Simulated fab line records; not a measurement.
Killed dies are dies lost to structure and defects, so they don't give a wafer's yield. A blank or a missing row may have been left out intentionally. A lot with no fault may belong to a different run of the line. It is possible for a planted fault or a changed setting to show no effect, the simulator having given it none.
Matching of chambers :: flow n5-finfet :: N5_DUMMY_GATE_ETCH_23 on rie-si-05 has 4 sister chambers
The step etches poly-Si in HBr/Cl2/O2, target depth 41 nm, time 22.3 s. 4 wafers are shown with their chamber, then 10 later ones without.

## WAFERS, EACH WITH ITS CHAMBER
wafer: L088.4
chamber: 1
drypump-motor-current-A (A): 5.6

wafer: L088.6
chamber: 3
drypump-motor-current-A (A): 5.3

wafer: L091.2
chamber: 0
drypump-motor-current-A (A): 6.2

wafer: L091.4
chamber: 2
drypump-motor-current-A (A): 6.0

## WAFERS WITHOUT THEIR CHAMBER
wafer: L091.6
drypump-motor-current-A (A): 6.2

wafer: L092.2
drypump-motor-current-A (A): 5.2

wafer: L092.3
drypump-motor-current-A (A): 5.6

wafer: L092.5
drypump-motor-current-A (A): 6.0

wafer: L093.1
drypump-motor-current-A (A): 6.2

wafer: L093.4
drypump-motor-current-A (A): 6.0

wafer: L093.6
drypump-motor-current-A (A): 6.0

wafer: L095.2
drypump-motor-current-A (A): 6.0

wafer: L095.3
drypump-motor-current-A (A): 5.2

wafer: L095.4
drypump-motor-current-A (A): 6.2

## EACH ONE'S CHAMBER
wafer: L091.6
from the rows above: 0
in truth: 0

wafer: L092.2
from the rows above: 3
in truth: 3

wafer: L092.3
from the rows above: 1
in truth: 1

wafer: L092.5
from the rows above: 2
in truth: 2

wafer: L093.1
from the rows above: 0
in truth: 0

wafer: L093.4
from the rows above: 2
in truth: 2

wafer: L093.6
from the rows above: 2
in truth: 2

wafer: L095.2
from the rows above: 2
in truth: 2

wafer: L095.3
from the rows above: 3
in truth: 3

wafer: L095.4
from the rows above: 0
in truth: 0
Correct placement for 10 of the 10. Not placeable from these rows: 0. Wrongly placed: 0.
How it was worked out, from the rows above alone: a wafer's distance from a chamber is the root of the sum, over the readings, of the square of ((its reading less the chamber's mean) divided by the reading's scatter). If the next closest chamber is less than 2 further off than the closest, the wafer can't be placed; otherwise it belongs to the closest. The mean given for a chamber averages the wafers shown for that chamber. The scatter (one wafer shown for each chamber): square how far every hidden wafer sits from the nearest shown wafer, average those squares and take the square root.
